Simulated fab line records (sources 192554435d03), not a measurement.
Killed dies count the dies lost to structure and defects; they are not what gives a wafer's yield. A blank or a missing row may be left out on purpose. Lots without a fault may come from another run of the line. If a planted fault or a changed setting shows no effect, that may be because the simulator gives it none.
3 desks looking at one fault / flow n5-finfet / every desk sees just its own numbers, and what lay behind them comes last

== THE METROLOGY DESK ==
What the gauges read for every lot (on any tool): the sampled wafers with a number, averaged. The brackets show how far a lot's mean lies from the usual mean; more than 4 standard deviations puts the lot out of limits, marked OUT. Readings shown: 7 of its 10, picked as those furthest out on some lot.
Columns: A = DIBL_N at N5_BEOL_M4_RC_MEAS_101, usual 35.7 mV/V; B = DIBL_P at N5_BEOL_M4_RC_MEAS_101, usual 35.7 mV/V; C = IOFF_N at N5_BEOL_M4_RC_MEAS_101, usual 0.155 nA/um; D = IOFF_P at N5_BEOL_M4_RC_MEAS_101, usual 0.20 nA/um; E = SS_N at N5_BEOL_M4_RC_MEAS_101, usual 71.3 mV/dec; F = VT_N at N5_BEOL_M4_RC_MEAS_101, usual 250 mV; G = VT_P at N5_BEOL_M4_RC_MEAS_101, usual -251 mV
lot=L533; first seen here=day 9 03:11; A=35.4; B=33.9; C=0.139; D=0.20; E=71.4; F=252; G=-251
lot=L537; first seen here=day 10 01:29; A=32.9; B=32.3; C=0.104; D=0.14; E=70.8; F=256; G=-256
lot=L539; first seen here=day 10 08:38; A=36.1; B=34.7; C=0.145; D=0.18; E=71.1; F=252; G=-256
lot=L538; first seen here=day 10 09:34; A=36.5; B=35.2; C=0.144; D=0.21; E=71.5; F=253; G=-248
lot=L540; first seen here=day 10 16:27; A=36.3; B=37.0; C=0.156; D=0.19; E=71.4; F=249; G=-254
lot=L549; first seen here=day 12 22:20; A=36.0; B=35.1; C=0.139; D=0.21; E=71.2; F=251; G=-249
lot=L550; first seen here=day 13 17:22; A=35.0; B=35.5; C=0.144; D=0.19; E=71.1; F=251; G=-254
lot=L552; first seen here=day 14 00:10; A=36.7; B=38.7; C=0.167; D=0.21; E=71.1; F=248; G=-252
lot=L553; first seen here=day 14 08:04; A=36.5; B=38.2; C=0.174; D=0.21; E=72.1; F=247; G=-251
This desk found nothing out of limits on any of the 9 lots.

== THE TOOL OWNER'S DESK: wet-bench-02 ==
The tool's own readings at N5_MOL_CONTACT_COAG_PRECLEAN_144 (cleans in alkaline clean, time 60 s): means of the sampled wafers that have a number, for each lot that ran on this tool. The brackets show how far a lot's mean lies from the usual mean; more than 4 standard deviations puts the lot out of limits, marked OUT.
Columns: A = bath-guard-temp-C at N5_MOL_CONTACT_COAG_PRECLEAN_144, usual 60.2 C
lot=L533; first seen here=day 5 20:29; A=60.2
lot=L540; first seen here=day 7 18:25; A=60.5
lot=L549; first seen here=day 10 05:03; A=60.4
lot=L550; first seen here=day 10 07:43; A=60.4
This desk found nothing out of limits on any of the 4 lots.

== THE DEFECT DESK ==
For each lot, the counts of the inspections along the route, averaged over the sampled wafers that have a number. The brackets show how far a lot's mean lies from the usual mean; more than 4 standard deviations puts the lot out of limits, marked OUT.
Columns: A = raw-defect-count at N5_MOL_CONTACT_COAG_INSPECT_42, usual 226
lot=L533; first seen here=day 5 21:04; A=198
lot=L537; first seen here=day 6 21:21; A=273
lot=L538; first seen here=day 7 10:12; A=213
lot=L539; first seen here=day 7 13:13; A=220
lot=L540; first seen here=day 7 18:52; A=188
lot=L549; first seen here=day 10 05:31; A=450 (+4.2) OUT
lot=L550; first seen here=day 10 08:10; A=319
lot=L552; first seen here=day 10 23:30; A=244
lot=L553; first seen here=day 11 06:35; A=336
This desk's verdict: out of limits on L549, starting with L549 at day 10 05:31 (raw-defect-count at N5_MOL_CONTACT_COAG_INSPECT_42). Within limits: L533, L537, L538, L539, L540, L550, L552, L553.

== ALL TOGETHER ==
The defect desk could have raised an alarm at day 10 05:31, on L549.
At the metrology desk, nothing out of limits was observed.
Nothing out of limits was seen by the tool owner's desk.
The metrology desk has L549 on record, within its limits.
Tool owner's desk: L549 on record, inside its limits.
Every lot named ran N5_MOL_CONTACT_COAG_PRECLEAN_144 on wet-bench-02.

== WHAT WAS PUT IN BY THE SIMULATOR ==
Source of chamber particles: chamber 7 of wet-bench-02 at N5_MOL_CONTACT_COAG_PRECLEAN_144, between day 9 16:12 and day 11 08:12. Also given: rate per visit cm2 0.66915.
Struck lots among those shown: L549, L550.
Hours from the fault's start to each desk's first reading out of limits: the defect desk, 13.
